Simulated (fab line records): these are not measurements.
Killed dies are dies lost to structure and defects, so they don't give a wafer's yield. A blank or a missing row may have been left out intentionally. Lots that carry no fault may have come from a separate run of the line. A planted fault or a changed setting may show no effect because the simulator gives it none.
fab line records    flow n5-finfet
record: lots: 24  wafers: 72  last-day: 18
route steps=1938 shown BEOL_M8@1399 BEOL_M9@1414
lots that met no fault: taken from a fault-free run of the same line
start-h: hours from the record's opening day to when the first of the lot's shown wafers began    wait-h: how many hours have passed since the lot's step before this one    " the same as in the row above    L1.1+2: a row that stands for several wafers    - no value present, or no start provided    * or withheld: withheld    < > ~ a bound
route shown NAME@n: names a module that has steps shown in the file, with the first one's number in the route    usual: average and standard deviation across the fault-free wafers    same: alike in all rows    chamber/n: place in a boat    sites: readings site by site    _std_site: the standard deviation of these    _edge_site: the outer-site mean with the inner-site mean subtracted    radius-mm: how far each site lies from the wafer's centre    mask NAME#n: copy n    behind: the tool/chamber that last shaped the wafer    hold: why the lot was held/for how many hours/how that ended    device: the transistor (n, p or np) that didn't switch    end of line: tests of these same wafers at the route's end    a step with no rows: only its recipe    killed: count of dies lost to structure and defects at first sort (not the wafer's yield)    map: a wafer's dies, x killed, . not, _ none there
set.NAME: the run value of the setting; set.NAME@STEP: its run value at that earlier step    model.NAME: the simulator's own value behind a step, which no gauge read
the route's steps for a sample of lots (tables are steps, rows are wafers)
services: a tool's chamber out of use, with start hour (start-h, from the record's first day; less than 0 if before it), hours out, and reason
== steps ==
step: N5_BEOL_M8_RS_MEAS_57
recipe: thk-meas-gauge: four-point-probe  reads: Cu_of_BEOL_M8_ECD_50+Co_of_BEOL_M8_CVD_78+TaN_of_BEOL_M8_ALD_77
usual: M8_RS: 0.286/0.0087
lot.wafer  tool           chamber  start-h  wait-h  M8_RS[ohm/sq]
L075.2     film-metro-01  -        210.89   0.1     0.288
L075.4     "              -        "        "       0.280
L075.5     "              -        "        "       0.291
L074.2     film-metro-01  -        218.39   0.1     0.271
L074.3     "              -        "        "       0.268
L074.6     "              -        "        "       0.271
L076.1     film-metro-02  -        218.78   0.1     0.287
L076.4     "              -        "        "       0.290
L076.5     "              -        "        "       0.296
L077.3     film-metro-02  -        231.13   0.1     0.271
L077.5     "              -        "        "       0.270
L077.6     "              -        "        "       0.267
L079.2     film-metro-02  -        252.34   0.1     0.285
L079.3     "              -        "        "       0.270
L079.6     "              -        "        "       0.285
L078.1     film-metro-01  -        253.79   0.1     0.288
L078.2     "              -        "        "       0.284
L078.5     "              -        "        "       0.279
L080.2     film-metro-01  -        257.49   0.1     0.292
L080.3     "              -        "        "       0.291
L080.5     "              -        "        "       0.288
L082.3     film-metro-02  -        257.76   0.1     0.288
L082.5     "              -        "        "       0.284
L082.6     "              -        "        "       0.298
L081.1     film-metro-01  -        261.03   0.1     0.279
L081.3     "              -        "        "       0.275
L081.6     "              -        "        "       0.284
L083.1     film-metro-02  -        268.61   0.1     0.292
L083.2     "              -        "        "       0.295
L083.6     "              -        "        "       0.303
L084.1     film-metro-01  -        268.87   0.1     0.288
L084.4     "              -        "        "       0.289
L084.5     "              -        "        "       0.290
L085.1     film-metro-02  -        269.50   0.1     0.281
L085.3     "              -        "        "       0.305
L085.6     "              -        "        "       0.288
L086.3     film-metro-01  -        288.17   0.1     0.284
L086.4     "              -        "        "       0.283
L086.5     "              -        "        "       0.278
L087.2     film-metro-01  -        288.47   0.1     0.284
L087.3     "              -        "        "       0.289
L087.5     "              -        "        "       0.287
L088.3     film-metro-02  -        296.49   0.1     0.298
L088.5     "              -        "        "       0.292
L088.6     "              -        "        "       0.299
L089.1     film-metro-01  -        303.85   0.1     0.301
L089.2     "              -        "        "       0.285
L089.3     "              -        "        "       0.297
L090.2     film-metro-02  -        309.38   0.1     0.294
L090.3     "              -        "        "       0.295
L090.4     "              -        "        "       0.295
L091.1     film-metro-02  -        312.40   0.1     0.294
L091.2     "              -        "        "       0.286
L091.4     "              -        "        "       0.289
L092.1     film-metro-01  -        318.44   0.1     0.299
L092.2     "              -        "        "       0.288
L092.3     "              -        "        "       0.298
L095.2     film-metro-01  -        334.42   0.1     0.291
L095.3     "              -        "        "       0.262
L095.6     "              -        "        "       0.278
L093.1     film-metro-01  -        338.81   0.1     0.270
L093.3     "              -        "        "       0.278
L093.5     "              -        "        "       0.284
L094.1     film-metro-02  -        344.70   0.1     0.264
L094.4     "              -        "        "       0.281
L094.5     "              -        "        "       0.273
L096.1     film-metro-01  -        345.26   0.1     0.289
L096.3     "              -        "        "       0.280
L096.4     "              -        "        "       0.276
L097.3     film-metro-01  -        355.96   0.1     0.288
L097.5     "              -        "        "       0.288
L097.6     "              -        "        "       0.279
step: N5_BEOL_M9_CD_MEAS_11
recipe: target-cd-nm: 64.1  landing-energy-ev: 500  detector: se-inlens  polarity: opening
usual: cd-nm: 64.1/0.44
lot.wafer  tool       chamber  start-h  wait-h  cd-nm
L075.2     cd-sem-02  0        213.86   -       64.5
L075.4     "          0        "        "       64.1
L075.5     "          0        "        "       63.7
L074.2     cd-sem-02  0        222.11   -       64.0
L074.3     "          0        "        "       63.7
L074.6     "          0        "        "       64.0
L076.1     cd-sem-03  0        222.21   -       65.4
L076.4     "          0        "        "       64.0
L076.5     "          0        "        "       64.8
L077.3     cd-sem-03  0        235.63   -       64.1
L077.5     "          0        "        "       64.4
L077.6     "          0        "        "       64.4
L079.2     cd-sem-03  0        255.64   -       64.3
L079.3     "          0        "        "       64.6
L079.6     "          0        "        "       63.5
L078.1     cd-sem-01  0        255.91   -       64.5
L078.2     "          0        "        "       63.8
L078.5     "          0        "        "       64.8
L080.2     cd-sem-01  0        259.29   -       63.4
L080.3     "          0        "        "       63.8
L080.5     "          0        "        "       64.1
L082.3     cd-sem-03  0        259.34   -       63.2
L082.5     "          0        "        "       63.6
L082.6     "          0        "        "       64.1
L081.1     cd-sem-02  0        264.89   -       62.7
L081.3     "          0        "        "       63.2
L081.6     "          0        "        "       63.8
L083.1     cd-sem-01  0        272.01   -       63.8
L083.2     "          0        "        "       64.3
L083.6     "          0        "        "       63.6
L085.1     cd-sem-01  0        272.21   -       64.4
L085.3     "          0        "        "       64.4
L085.6     "          0        "        "       64.6
L084.1     cd-sem-02  0        272.59   -       63.8
L084.4     "          0        "        "       64.1
L084.5     "          0        "        "       64.1
L087.2     cd-sem-03  0        290.17   -       63.2
L087.3     "          0        "        "       64.0
L087.5     "          0        "        "       63.9
L086.3     cd-sem-03  0        290.33   -       64.5
L086.4     "          0        "        "       64.1
L086.5     "          0        "        "       64.0
L088.3     cd-sem-03  0        297.95   -       64.0
L088.5     "          0        "        "       64.4
L088.6     "          0        "        "       63.6
L089.1     cd-sem-03  0        306.21   -       64.0
L089.2     "          0        "        "       64.1
L089.3     "          0        "        "       64.0
L090.2     cd-sem-03  0        310.64   -       64.5
L090.3     "          0        "        "       64.9
L090.4     "          0        "        "       64.2
L091.1     cd-sem-03  0        314.88   -       64.6
L091.2     "          0        "        "       63.7
L091.4     "          0        "        "       63.6
L092.1     cd-sem-02  0        321.78   -       63.7
L092.2     "          0        "        "       64.3
L092.3     "          0        "        "       64.2
L095.2     cd-sem-02  0        335.74   -       63.9
L095.3     "          0        "        "       64.5
L095.6     "          0        "        "       64.5
L093.1     cd-sem-03  0        341.71   -       64.5
L093.3     "          0        "        "       64.4
L093.5     "          0        "        "       64.3
L094.1     cd-sem-03  0        347.69   -       63.5
L094.4     "          0        "        "       64.6
L094.5     "          0        "        "       63.2
L096.1     cd-sem-02  0        348.09   -       64.5
L096.3     "          0        "        "       63.5
L096.4     "          0        "        "       64.3
L097.3     cd-sem-01  0        360.73   -       64.0
L097.5     "          0        "        "       63.9
L097.6     "          0        "        "       63.9
step: N5_BEOL_M9_INSPECT_13
recipe: mode: adi  inspect-instrument: brightfield
usual: raw-defect-count: 403/88
lot.wafer  tool               chamber  start-h  wait-h  raw-defect-count
L075.2     defect-inspect-01  -        213.91   0.0     447
L075.4     "                  -        "        "       339
L075.5     "                  -        "        "       361
L074.2     defect-inspect-01  -        222.17   0.0     373
L074.3     "                  -        "        "       434
L074.6     "                  -        "        "       392
L076.1     defect-inspect-02  -        222.27   0.0     325
L076.4     "                  -        "        "       341
L076.5     "                  -        "        "       466
L077.3     defect-inspect-02  -        235.68   0.0     333
L077.5     "                  -        "        "       281
L077.6     "                  -        "        "       286
L079.2     defect-inspect-02  -        255.70   0.0     331
L079.3     "                  -        "        "       365
L079.6     "                  -        "        "       400
L078.1     defect-inspect-02  -        255.97   0.0     382
L078.2     "                  -        "        "       380
L078.5     "                  -        "        "       509
L080.2     defect-inspect-01  -        259.34   0.0     475
L080.3     "                  -        "        "       586
L080.5     "                  -        "        "       437
L082.3     defect-inspect-01  -        259.39   0.0     435
L082.5     "                  -        "        "       329
L082.6     "                  -        "        "       242
L081.1     defect-inspect-02  -        264.94   0.0     352
L081.3     "                  -        "        "       320
L081.6     "                  -        "        "       402
L083.1     defect-inspect-01  -        272.07   0.0     425
L083.2     "                  -        "        "       396
L083.6     "                  -        "        "       443
L085.1     defect-inspect-01  -        272.27   0.0     565
L085.3     "                  -        "        "       412
L085.6     "                  -        "        "       376
L084.1     defect-inspect-02  -        272.65   0.0     410
L084.4     "                  -        "        "       422
L084.5     "                  -        "        "       326
L087.2     defect-inspect-01  -        290.22   0.0     577
L087.3     "                  -        "        "       514
L087.5     "                  -        "        "       504
L086.3     defect-inspect-02  -        290.39   0.0     258
L086.4     "                  -        "        "       371
L086.5     "                  -        "        "       338
L088.3     defect-inspect-02  -        298.01   0.0     550
L088.5     "                  -        "        "       578
L088.6     "                  -        "        "       645
L089.1     defect-inspect-02  -        306.27   0.0     409
L089.2     "                  -        "        "       443
L089.3     "                  -        "        "       428
L090.2     defect-inspect-02  -        310.70   0.0     385
L090.3     "                  -        "        "       287
L090.4     "                  -        "        "       327
L091.1     defect-inspect-01  -        314.93   0.0     469
L091.2     "                  -        "        "       401
L091.4     "                  -        "        "       387
L092.1     defect-inspect-01  -        321.83   0.0     376
L092.2     "                  -        "        "       472
L092.3     "                  -        "        "       509
L095.2     defect-inspect-02  -        335.79   0.0     445
L095.3     "                  -        "        "       269
L095.6     "                  -        "        "       414
L093.1     defect-inspect-01  -        341.76   0.0     476
L093.3     "                  -        "        "       216
L093.5     "                  -        "        "       298
L094.1     defect-inspect-02  -        347.74   0.0     281
L094.4     "                  -        "        "       238
L094.5     "                  -        "        "       355
L096.1     defect-inspect-01  -        348.14   0.0     401
L096.3     "                  -        "        "       362
L096.4     "                  -        "        "       385
L097.3     defect-inspect-02  -        360.78   0.0     336
L097.5     "                  -        "        "       390
L097.6     "                  -        "        "       421
step: N5_BEOL_M9_ETCH_66
recipe: chemistry: N2/H2  target: SOC  target-depth-a: 800  overetch-a: 160  mask-material: SiARC  temp-c: 40  time-s: 120  ion-energy-ev: 200  pressure-mtorr: 30  source-w: 840  bias-w: 150  n2-flow-sccm: 200  h2-flow-sccm: 200
usual: drypump-motor-current-A: 5.43/0.29  oes-product-au: 0.61/0.069  rf-vpp-V: 524.5/1.8  showerhead-plenum-p-Torr: 2.57/0.063  throttle-valve-pct: 17.81/0.3
lot.wafer  tool         chamber  start-h  wait-h  drypump-motor-current-A  oes-product-au  rf-hours-counter-h  rf-vpp-V  showerhead-plenum-p-Torr  throttle-valve-pct
L075.2     rie-diel-05  3        215.56   0.0     5.32                     0.55            172                 524.1     2.53                      17.97
L075.4     "            2        "        "       5.67                     0.70            16                  524.5     2.60                      17.62
L075.5     "            1        "        "       5.47                     0.68            -                   522.7     2.48                      17.41
L076.1     rie-diel-06  0        227.51   0.0     5.10                     0.56            165                 525.4     2.67                      17.90
L076.4     "            1        "        "       5.43                     0.71            -                   526.4     2.60                      17.52
L076.5     "            1        "        "       5.42                     0.71            -                   523.9     2.60                      17.52
L074.2     rie-diel-03  1        227.80   0.0     5.28                     0.61            72                  527.8     2.67                      17.58
L074.3     "            2        "        "       5.25                     0.53            244                 522.5     2.50                      18.11
L074.6     "            2        "        "       5.23                     0.52            -                   522.8     2.50                      18.09
L077.3     rie-diel-03  1        238.49   0.0     5.27                     0.61            76                  527.9     2.67                      17.60
L077.5     "            0        "        "       5.95                     0.54            -                   522.5     2.51                      17.52
L077.6     "            1        "        "       5.29                     0.61            -                   527.2     2.67                      17.61
L079.2     rie-diel-06  2        256.79   0.0     5.91                     0.57            211                 522.9     2.54                      18.46
L079.3     "            0        "        "       5.09                     0.55            175                 525.1     2.66                      17.91
L079.6     "            2        "        "       5.90                     0.56            -                   525.4     2.54                      18.48
L078.1     rie-diel-03  1        257.28   0.0     5.31                     0.61            82                  527.6     2.67                      17.60
L078.2     "            0        "        "       5.94                     0.55            216                 523.3     2.51                      17.54
L078.5     "            0        "        "       5.96                     0.54            -                   522.8     2.51                      17.54
L080.2     rie-diel-03  0        263.68   0.0     5.95                     0.53            219                 524.0     2.50                      17.54
L080.3     "            1        "        "       5.31                     0.60            -                   527.2     2.67                      17.62
L080.5     "            0        "        "       5.94                     0.53            -                   522.3     2.50                      17.53
L082.3     rie-diel-05  3        263.85   0.0     5.33                     0.55            186                 522.7     2.52                      17.99
L082.5     "            3        "        "       5.35                     0.55            -                   522.2     2.52                      17.98
L082.6     "            0        "        "       4.97                     0.73            -                   525.8     2.62                      17.86
L081.1     rie-diel-05  2        266.58   0.0     5.70                     0.67            32                  526.0     2.59                      17.67
L081.3     "            3        "        "       5.31                     0.54            187                 522.4     2.52                      17.99
L081.6     "            3        "        "       5.33                     0.54            -                   523.4     2.52                      17.99
L083.1     rie-diel-05  2        274.46   0.0     5.68                     0.68            34                  524.7     2.59                      17.66
L083.2     "            3        "        "       5.31                     0.55            189                 523.4     2.52                      17.98
L083.6     "            3        "        "       5.32                     0.54            -                   523.3     2.52                      17.99
L085.1     rie-diel-05  0        274.89   0.0     5.01                     0.72            17                  524.2     2.62                      17.87
L085.3     "            1        "        "       5.47                     0.67            53                  522.2     2.48                      17.40
L085.6     "            0        "        "       5.03                     0.72            -                   525.6     2.62                      17.84
L084.1     rie-diel-05  2        275.31   0.0     5.68                     0.68            34                  524.7     2.59                      17.65
L084.4     "            3        "        "       5.34                     0.54            190                 522.8     2.52                      17.98
L084.5     "            2        "        "       5.69                     0.68            -                   526.1     2.59                      17.64
L087.2     rie-diel-05  1        292.26   0.0     5.47                     0.66            58                  522.7     2.48                      17.42
L087.3     "            3        "        "       5.35                     0.54            194                 524.3     2.52                      18.00
L087.5     "            2        "        "       5.72                     0.67            -                   524.7     2.59                      17.67
L086.3     rie-diel-03  1        293.00   0.0     5.30                     0.60            95                  526.3     2.66                      17.64
L086.4     "            2        "        "       5.25                     0.71            9                   523.2     2.50                      17.69
L086.5     "            0        "        "       5.95                     0.54            -                   521.8     2.50                      17.57
L088.3     rie-diel-06  1        299.63   0.0     5.46                     0.67            32                  525.6     2.59                      17.55
L088.5     "            1        "        "       5.43                     0.67            -                   525.9     2.59                      17.55
L088.6     "            3        "        "       5.34                     0.54            -                   524.4     2.53                      18.12
L089.1     rie-diel-06  2        309.13   0.0     5.89                     0.55            225                 523.3     2.54                      18.49
L089.2     "            3        "        "       5.32                     0.54            206                 522.2     2.53                      18.11
L089.3     "            1        "        "       5.44                     0.66            34                  525.9     2.59                      17.56
L090.2     rie-diel-06  1        313.09   0.0     5.45                     0.66            35                  526.0     2.59                      17.55
L090.3     "            3        "        "       5.35                     0.53            208                 523.9     2.53                      18.13
L090.4     "            2        "        "       5.92                     0.55            226                 524.1     2.54                      18.50
L091.1     rie-diel-06  2        315.97   0.0     5.93                     0.55            228                 524.8     2.54                      18.48
L091.2     "            1        "        "       5.42                     0.67            36                  525.0     2.59                      17.57
L091.4     "            3        "        "       5.32                     0.53            209                 521.8     2.53                      18.12
L092.1     rie-diel-06  3        324.14   0.0     5.32                     0.53            211                 524.2     2.53                      18.13
L092.2     "            1        "        "       5.46                     0.66            38                  524.7     2.59                      17.56
L092.3     "            0        "        "       5.08                     0.54            190                 524.7     2.65                      17.94
L095.2     rie-diel-03  3        340.74   0.0     5.14                     0.66            30                  526.0     2.61                      17.82
L095.3     "            2        "        "       5.21                     0.69            23                  522.1     2.49                      17.70
L095.6     "            2        "        "       5.26                     0.69            -                   521.8     2.49                      17.71
L093.1     rie-diel-06  0        343.38   0.0     5.11                     0.54            195                 526.5     2.65                      17.95
L093.3     "            2        "        "       5.90                     0.54            234                 523.3     2.53                      18.51
L093.5     "            2        "        "       5.90                     0.55            -                   523.0     2.53                      18.51
L096.1     rie-diel-06  3        350.61   0.0     5.32                     0.52            218                 522.2     2.52                      18.12
L096.3     "            1        "        "       5.44                     0.65            46                  525.7     2.59                      17.58
L096.4     "            0        "        "       5.05                     0.53            197                 525.7     2.65                      17.93
L094.1     rie-diel-05  0        350.80   0.0     5.02                     0.69            41                  525.0     2.61                      17.92
L094.4     "            1        "        "       5.45                     0.64            81                  521.8     2.47                      17.46
L094.5     "            1        "        "       5.45                     0.63            -                   520.7     2.47                      17.46
L097.3     rie-diel-03  2        361.99   0.0     5.28                     0.67            30                  522.9     2.49                      17.71
L097.5     "            3        "        "       5.15                     0.66            -                   523.2     2.61                      17.85
L097.6     "            2        "        "       5.24                     0.68            -                   521.2     2.49                      17.71
step: N5_BEOL_M9_ALD_74
recipe: material: TaN  target-thk-a: 20  temp-c: 275  ald-precursor-family: PDMAT  ald-co-reactant: NH3  pressure-torr: 3  carrier-flow-sccm: 1500  pulse-time-s: 2  purge-time-s: 3  co-reactant-purge-time-s: 2  co-reactant-pulse-time-s: 3  ald-cycles: 40  precursor-vessel-temp-c: 75  precursor-vessel-pressure-torr: 26.25  precursor-vessel-carrier-sccm: 1000
usual: chamber-pressure-Torr: 3.000/0.0069  heater-power-w: 409/47
lot.wafer  tool          chamber  start-h  wait-h  chamber-pressure-Torr  heater-power-w
L075.2     ald-metal-04  3        216.72   0.0     3.005                  479
L075.4     "             1        "        "       2.995                  442
L075.5     "             1        "        "       3.003                  447
L076.1     ald-metal-04  0        228.86   0.1     3.009                  422
L076.4     "             1        "        "       2.998                  445
L076.5     "             0        "        "       3.003                  413
L074.2     ald-metal-03  1        229.11   0.0     2.986                  384
L074.3     "             0        "        "       2.998                  370
L074.6     "             0        "        "       2.995                  377
L077.3     ald-metal-02  3        239.49   0.0     2.992                  414
L077.5     "             3        "        "       3.002                  419
L077.6     "             0        "        "       3.009                  422
L079.2     ald-metal-02  3        258.33   0.0     3.005                  410
L079.3     "             0        "        "       3.009                  432
L079.6     "             2        "        "       3.006                  370
L078.1     ald-metal-02  2        258.81   0.0     2.991                  357
L078.2     "             3        "        "       2.993                  409
L078.5     "             0        "        "       3.005                  425
L082.3     ald-metal-02  3        264.88   0.1     3.004                  412
L082.5     "             3        "        "       2.999                  431
L082.6     "             2        "        "       3.007                  368
L080.2     ald-metal-04  1        265.27   0.1     3.010                  442
L080.3     "             0        "        "       3.004                  428
L080.5     "             3        "        "       3.010                  489
L081.1     ald-metal-03  1        267.63   0.0     3.002                  392
L081.3     "             0        "        "       3.000                  371
L081.6     "             0        "        "       2.989                  368
L083.1     ald-metal-02  2        275.46   0.0     3.004                  366
L083.2     "             1        "        "       2.997                  410
L083.6     "             1        "        "       3.003                  414
L085.1     ald-metal-04  1        277.06   0.3     2.992                  444
L085.3     "             2        "        "       3.003                  497
L085.6     "             1        "        "       2.989                  436
L084.1     ald-metal-04  1        277.90   0.1     2.993                  459
L084.4     "             0        "        "       3.008                  418
L084.5     "             3        "        "       2.976                  486
L087.2     ald-metal-02  0        293.59   0.0     3.003                  426
L087.3     "             3        "        "       2.992                  410
L087.5     "             0        "        "       3.001                  414
L086.3     ald-metal-03  2        296.18   0.0     3.005                  318
L086.4     "             3        "        "       3.010                  400
L086.5     "             0        "        "       2.999                  373
L088.3     ald-metal-03  1        300.98   0.1     3.000                  392
L088.5     "             1        "        "       2.993                  393
L088.6     "             2        "        "       3.001                  325
L089.1     ald-metal-03  0        310.13   0.0     3.003                  374
L089.2     "             1        "        "       3.005                  392
L089.3     "             3        "        "       2.997                  401
L090.2     ald-metal-04  2        315.48   0.1     2.987                  508
L090.3     "             1        "        "       3.001                  454
L090.4     "             0        "        "       3.007                  414
L091.1     ald-metal-02  3        319.39   0.2     3.006                  418
L091.2     "             0        "        "       3.006                  407
L091.4     "             1        "        "       2.995                  403
L092.1     ald-metal-02  2        325.43   0.0     2.999                  375
L092.2     "             3        "        "       2.995                  427
L092.3     "             1        "        "       2.997                  427
L095.2     ald-metal-03  3        341.78   0.0     3.006                  395
L095.3     "             2        "        "       3.003                  321
L095.6     "             2        "        "       2.994                  317
L093.1     ald-metal-03  0        344.46   0.1     2.999                  366
L093.3     "             1        "        "       2.992                  396
L093.5     "             1        "        "       2.999                  386
L096.1     ald-metal-04  3        351.74   0.0     3.001                  486
L096.3     "             1        "        "       3.002                  431
L096.4     "             0        "        "       2.992                  395
L094.1     ald-metal-03  0        351.82   0.0     2.995                  370
L094.4     "             1        "        "       2.992                  380
L094.5     "             3        "        "       3.002                  393
L097.3     ald-metal-02  0        363.07   0.1     2.998                  430
L097.5     "             1        "        "       3.004                  416
L097.6     "             0        "        "       2.998                  424
step: N5_BEOL_M9_SURFACE_TREAT_79
recipe: gas: Ar  time-s: *  ion-energy-ev: *  ion-current-ma-cm2: 0.5  pressure-mtorr: *  ar-flow-sccm: 30
usual: pressure-mtorr: *  throttle-valve-pct: *
lot.wafer  tool            chamber  start-h  wait-h  pressure-mtorr  throttle-valve-pct
L075.2     pvd-sputter-01  -        217.06   0.2     *               *
L075.4     "               -        "        "       *               *
L075.5     "               -        "        "       *               *
L076.1     pvd-sputter-01  -        229.21   0.2     *               *
L076.4     "               -        "        "       *               *
L076.5     "               -        "        "       *               *
L074.2     pvd-sputter-03  -        229.50   0.3     *               *
L074.3     "               -        "        "       *               *
L074.6     "               -        "        "       *               *
L077.3     pvd-sputter-03  -        239.79   0.2     *               *
L077.5     "               -        "        "       *               *
L077.6     "               -        "        "       *               *
L079.2     pvd-sputter-02  -        258.89   0.4     *               *
L079.3     "               -        "        "       *               *
L079.6     "               -        "        "       *               *
L078.1     pvd-sputter-02  -        259.32   0.4     *               *
L078.2     "               -        "        "       *               *
L078.5     "               -        "        "       *               *
L082.3     pvd-sputter-01  -        265.21   0.2     *               *
L082.5     "               -        "        "       *               *
L082.6     "               -        "        "       *               *
L080.2     pvd-sputter-03  -        265.68   0.3     *               *
L080.3     "               -        "        "       *               *
L080.5     "               -        "        "       *               *
L081.1     pvd-sputter-01  -        267.93   0.2     *               *
L081.3     "               -        "        "       *               *
L081.6     "               -        "        "       *               *
L083.1     pvd-sputter-03  -        275.76   0.2     *               *
L083.2     "               -        "        "       *               *
L083.6     "               -        "        "       *               *
L085.1     pvd-sputter-01  -        277.65   0.5     *               *
L085.3     "               -        "        "       *               *
L085.6     "               -        "        "       *               *
L084.1     pvd-sputter-03  -        278.24   0.2     *               *
L084.4     "               -        "        "       *               *
L084.5     "               -        "        "       *               *
L087.2     pvd-sputter-03  -        295.46   1.7     *               *
L087.3     "               -        "        "       *               *
L087.5     "               -        "        "       *               *
L086.3     pvd-sputter-01  -        296.46   0.2     *               *
L086.4     "               -        "        "       *               *
L086.5     "               -        "        "       *               *
L088.3     pvd-sputter-03  -        301.34   0.2     *               *
L088.5     "               -        "        "       *               *
L088.6     "               -        "        "       *               *
L089.1     pvd-sputter-03  -        310.42   0.2     *               *
L089.2     "               -        "        "       *               *
L089.3     "               -        "        "       *               *
L090.2     pvd-sputter-03  -        315.76   0.2     *               *
L090.3     "               -        "        "       *               *
L090.4     "               -        "        "       *               *
L091.1     pvd-sputter-03  -        319.69   0.2     *               *
L091.2     "               -        "        "       *               *
L091.4     "               -        "        "       *               *
L092.1     pvd-sputter-01  -        325.81   0.3     *               *
L092.2     "               -        "        "       *               *
L092.3     "               -        "        "       *               *
L095.2     pvd-sputter-01  -        342.18   0.3     *               *
L095.3     "               -        "        "       *               *
L095.6     "               -        "        "       *               *
L093.1     pvd-sputter-03  -        344.77   0.2     *               *
L093.3     "               -        "        "       *               *
L093.5     "               -        "        "       *               *
L096.1     pvd-sputter-03  -        352.04   0.2     *               *
L096.3     "               -        "        "       *               *
L096.4     "               -        "        "       *               *
L094.1     pvd-sputter-03  -        352.16   0.2     *               *
L094.4     "               -        "        "       *               *
L094.5     "               -        "        "       *               *
L097.3     pvd-sputter-03  -        363.47   0.3     *               *
L097.5     "               -        "        "       *               *
L097.6     "               -        "        "       *               *
== services ==
tool            chamber  start-h  hours  kind
rie-diel-03     3        207.89   9.7    repair
ald-metal-02    -        216.21   2.8    pm
rie-diel-03     3        218.18   -      clean
rie-diel-03     3        218.18   -      consumable-replace:focus-ring
rie-diel-03     -        223.67   1.2    repair
ald-metal-02    -        224.08   0.3    repair
ald-metal-03    3        224.77   1.5    repair
rie-diel-06     3        226.39   4.2    repair
rie-diel-06     2        227.03   16.7   repair
pvd-sputter-02  -        239.55   2.6    repair
rie-diel-03     -        252.99   2.8    pm
rie-diel-03     3        257.10   10.3   repair
ald-metal-03    3        270.75   2.6    repair
rie-diel-03     0        275.51   4.4    repair
rie-diel-03     -        281.98   0.1    repair
ald-metal-03    0        286.11   7.2    repair
rie-diel-06     0        287.29   12.3   repair
rie-diel-05     2        295.07   17.0   repair
pvd-sputter-01  -        306.96   5.3    repair
rie-diel-05     2        316.07   4.0    repair
rie-diel-03     3        317.28   3.7    repair
ald-metal-02    3        327.12   4.1    repair
ald-metal-04    -        337.25   14.0   pm
pvd-sputter-01  -        347.23   7.8    repair
== key ==
fault none
